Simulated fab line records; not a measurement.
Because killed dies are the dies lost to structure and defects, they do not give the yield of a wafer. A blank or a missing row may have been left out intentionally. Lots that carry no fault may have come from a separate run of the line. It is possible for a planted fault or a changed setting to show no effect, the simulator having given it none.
Chamber matching    flow n5Finfet    cvdCo-01 running N5_BEOL_M5_PRE_CLEAN_77: 3 sister chambers
The step time 15 s. 22 wafers are shown with their chamber, then 11 later ones without.

## WAFERS WITH THEIR CHAMBER
wafer   chamber  heaterPowerW (W)
L082.1  1        89
L082.5  2        81
L082.6  1        91
L083.4  2        81
L083.5  0        106
L083.6  1        92
L086.1  2        85
L086.2  1        91
L086.3  0        105
L087.1  0        108
L087.2  1        89
L087.6  0        106
L085.2  1        90
L085.4  1        90
L085.6  0        105
L090.3  1        93
L090.4  0        107
L090.5  1        92
L091.2  2        82
L091.4  0        106
L091.6  2        82
L092.2  1        90

SIGNATURES (averages over the wafers above)
reading       chamber 0  chamber 1  chamber 2  scatter within a chamber
heaterPowerW  106.14     90.70      82.20      1.33
Rule: a wafer lies at a distance from a chamber equal to the root of the sum of squares, over the readings, of (its reading less the chamber's mean, divided by the reading's scatter). If the next closest chamber is less than 2 further off than the closest, the wafer can't be placed; otherwise it belongs to the closest. The scatter: the root of (the sum of the squares of (reading less its chamber's mean) over the shown wafers, divided by (wafers less chambers)).

## WAFERS WITH NO CHAMBER GIVEN
wafer   heaterPowerW (W)
L092.3  81
L092.5  92
L093.1  79
L093.4  83
L093.6  93
L096.3  81
L096.4  85
L096.5  108
L097.2  109
L097.3  90
L097.4  83

## EACH ONE'S CHAMBER
wafer   from the rows above  in truth
L092.3  2                    2
L092.5  1                    1
L093.1  2                    2
L093.4  2                    2
L093.6  1                    1
L096.3  2                    2
L096.4  2                    2
L096.5  0                    0
L097.2  0                    0
L097.3  1                    1
L097.4  2                    2
Placed correctly: 11 of 11. Not placeable from these rows: 0. Placed wrongly: 0.
